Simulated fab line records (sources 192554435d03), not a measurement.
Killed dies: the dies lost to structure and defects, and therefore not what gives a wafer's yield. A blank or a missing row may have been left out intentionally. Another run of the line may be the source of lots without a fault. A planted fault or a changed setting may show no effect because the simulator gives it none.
Comparing a struck lot with a sound one | flow n5_finfet | 15 steps out of a route of 1938
Sound: wafers L653.3, L653.5, L653.6. Struck: wafers L671.1, L671.3, L671.6. Last of all comes the cause.
For every step that has rows: the tool of each side, followed by ch and its chambers, followed by its first start. Under that, the readings that differ: sound wafers | struck wafers | difference of the means | sigmas: that difference in standard deviations of wafers without a fault.
alike: words and numbers the same on both sides, and readings whose means are apart by under 2 such deviations; not compared: readings that were withheld, readings missing a value for some wafer, numbers with overlapping values and no deviation given by the record, and bounds like >300 which may hide the same value.
The two part at a step that has a row with sigmas, a row that says differs or no value, or rows on one side only. Numbers that have no deviation but don't overlap get no sigmas and don't part them. A reading that every wafer of one side lacks parts them only if that side has two wafers or more.

N5_BEOL_M9_ETCH_62: etches SOC in N2/H2, target depth 110 nm, overetch 22 nm, time 165 s.
  sound on rie_diel-05 ch 2,3, day 9 04:33; struck on rie_diel-06 ch 0,1,2, day 13 21:17
  alike: drypump_motor_current_A, oes_product_au, rf_vpp_V, showerhead_plenum_p_Torr, throttle_valve_pct
  not compared: rf_hours_counter_h
then, 1 step without rows for these wafers: N5_BEOL_M9_STRIP_68 (strips in N2/H2).
N5_BEOL_M9_STRIP_67: strips in CF4.
  sound on rie_diel-05 ch 2,3, day 9 04:42; struck on rie_diel-06 ch 0,1,2, day 13 21:25
  alike: drypump_motor_current_A, oes_product_au, rf_vpp_V, showerhead_plenum_p_Torr, throttle_valve_pct
  not compared: rf_hours_counter_h
N5_BEOL_M9_HM_OPEN_17: chemistry Cl2/BCl3, target TiN, target depth 20 nm, overetch 6 nm.
  sound on rie_metal-03 ch 0,1, day 9 04:46; struck on rie_metal-02 ch 1, day 13 21:28
  reading                | sound             | struck            | difference | sigmas
  throttle_valve_pct (%) | 22.34 22.15 22.35 | 22.49 22.52 22.52 | +0.23      | +2
  alike: drypump_motor_current_A, oes_product_au
  not compared: rf_hours_counter_h
N5_BEOL_M9_STRIP_19: strips in O2.
  sound on rie_diel-06 ch 0,1,3, day 9 04:51; struck on rie_diel-06 ch 0,1, day 13 21:42
  reading      | sound       | struck      | difference | sigmas
  rf_vpp_V (V) | 3.0 3.4 3.4 | 4.5 4.1 5.1 | +1.3       | +2
  alike: drypump_motor_current_A, oes_product_au, showerhead_plenum_p_Torr, throttle_valve_pct
  not compared: rf_hours_counter_h
N5_BEOL_M9_CD_MEAS_18: pitch 140 nm, target cd 70 nm.
  sound on cd_sem-03, day 9 04:55; struck on cd_sem-02, day 13 21:46
  alike: cd_nm
then, 6 steps without rows for these wafers: N5_BEOL_M9_COAT_63 (time 60 s, resist thk 60 nm); N5_BEOL_M9_COAT_64 (time 60 s, resist thk 12 nm); N5_BEOL_M9_COAT_75 (time 60 s, resist thk 5 nm); N5_BEOL_M9_COAT_22 (resist thk 30 nm); N5_BEOL_M9_EBR_24; N5_BEOL_M9_SOFTBAKE_23 (time 60 s).
N5_BEOL_M9_EXPOSE_25: exposes mask V8.
  sound on euv_scanner-02 ch 0, day 9 05:09; struck on euv_scanner-01 ch 0, day 14 00:52
  reading              | sound             | struck            | difference | sigmas
  exposure_dose_mJ_cm2 | 37.18 37.17 37.14 | 36.41 36.49 36.39 | -0.73      | -4
  alike: mask
then, 2 steps without rows for these wafers: N5_BEOL_M9_PEB_26 (peb time 60 s); N5_PASSIVATION_PROBE_49.

WHERE THEY PART
At N5_BEOL_M9_HM_OPEN_17 first; at N5_BEOL_M9_EXPOSE_25 last (within this record only).

WHY: what the simulator had put in
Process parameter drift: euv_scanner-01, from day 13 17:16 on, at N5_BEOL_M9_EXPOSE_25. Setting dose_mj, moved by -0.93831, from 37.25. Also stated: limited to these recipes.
